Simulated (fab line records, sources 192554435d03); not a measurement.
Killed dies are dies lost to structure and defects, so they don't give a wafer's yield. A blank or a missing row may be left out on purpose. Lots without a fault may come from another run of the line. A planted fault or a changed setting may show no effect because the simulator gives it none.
Chamber matching | flow n5_finfet | N5_ILD0_CMP_12 on cmp-01: 4 sister chambers
The step polishes SiNx, stops on poly-Si, t overpolish 6 s, target thk 17.67 nm. 18 wafers are shown with their chamber, then 9 later ones without.

WAFERS WITH THEIR CHAMBER
wafer  | chamber | motor_current_A (A) | retaining_ring_pressure_frac | time_to_endpoint_s (s)
L077.2 | 2       | 7.0                 | 1.005                        | 30
L077.4 | 0       | 9.0                 | 1.002                        | 23
L077.6 | 3       | 8.9                 | 0.997                        | 26
L078.2 | 1       | 8.8                 | 0.996                        | 27
L078.3 | 2       | 7.1                 | 1.005                        | 30
L078.5 | 2       | 7.3                 | 0.997                        | 30
L080.1 | 3       | 8.8                 | 1.001                        | 32
L080.3 | 0       | 9.1                 | 1.008                        | 29
L080.5 | 3       | 9.2                 | 0.998                        | 30
L081.1 | 3       | 8.6                 | 0.998                        | 30
L081.2 | 0       | 8.9                 | 1.009                        | 30
L081.4 | 2       | 7.2                 | 1.002                        | 34
L085.1 | 2       | 7.2                 | 1.004                        | 32
L085.3 | 1       | 9.6                 | 0.994                        | 29
L085.5 | 0       | 9.3                 | 0.994                        | 26
L087.2 | 2       | 7.0                 | 1.002                        | 31
L087.5 | 0       | 9.2                 | 1.003                        | 27
L087.6 | 1       | 9.0                 | 0.998                        | 29

SIGNATURES (means of the wafers above)
reading                      | chamber 0 | chamber 1 | chamber 2 | chamber 3 | scatter within a chamber
motor_current_A              | 9.100     | 9.133     | 7.133     | 8.875     | 0.225
retaining_ring_pressure_frac | 1.00320   | 0.99600   | 1.00250   | 0.99850   | 0.00383
time_to_endpoint_s           | 27.00     | 28.33     | 31.17     | 29.50     | 2.15
Rule: a wafer's distance from a chamber is the root of the sum, over the readings, of the square of ((its reading less the chamber's mean) divided by the reading's scatter). The wafer belongs to the nearest chamber; if the next one is less than 2 further off, it can't be placed. The scatter: the root of (the sum of the squares of (reading less its chamber's mean) over the shown wafers, divided by (wafers less chambers)).

WAFERS WITHOUT THEIR CHAMBER
wafer  | motor_current_A (A) | retaining_ring_pressure_frac | time_to_endpoint_s (s)
L090.3 | 9.4                 | 0.996                        | 25
L090.4 | 7.0                 | 1.004                        | 29
L090.6 | 7.2                 | 1.002                        | 33
L094.2 | 8.4                 | 0.994                        | 29
L094.3 | 6.5                 | 1.007                        | 33
L094.6 | 7.4                 | 1.008                        | 32
L097.2 | 8.4                 | 0.995                        | 28
L097.3 | 9.5                 | 0.995                        | 24
L097.6 | 8.6                 | 1.004                        | 25

WHICH CHAMBER EACH WENT THROUGH
wafer  | from the rows above          | in truth
L090.3 | can't be placed: 1 or 0 or 3 | 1
L090.4 | 2                            | 2
L090.6 | 2                            | 2
L094.2 | can't be placed: 3 or 1 or 0 | 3
L094.3 | 2                            | 2
L094.6 | 2                            | 2
L097.2 | can't be placed: 3 or 1 or 0 | 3
L097.3 | can't be placed: 1 or 0 or 3 | 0
L097.6 | can't be placed: 0 or 3 or 1 | 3
Placed correctly: 4 of 9. Can't be placed from these rows: 5 (the true chamber is among the candidates in 5). Placed wrongly: 0.
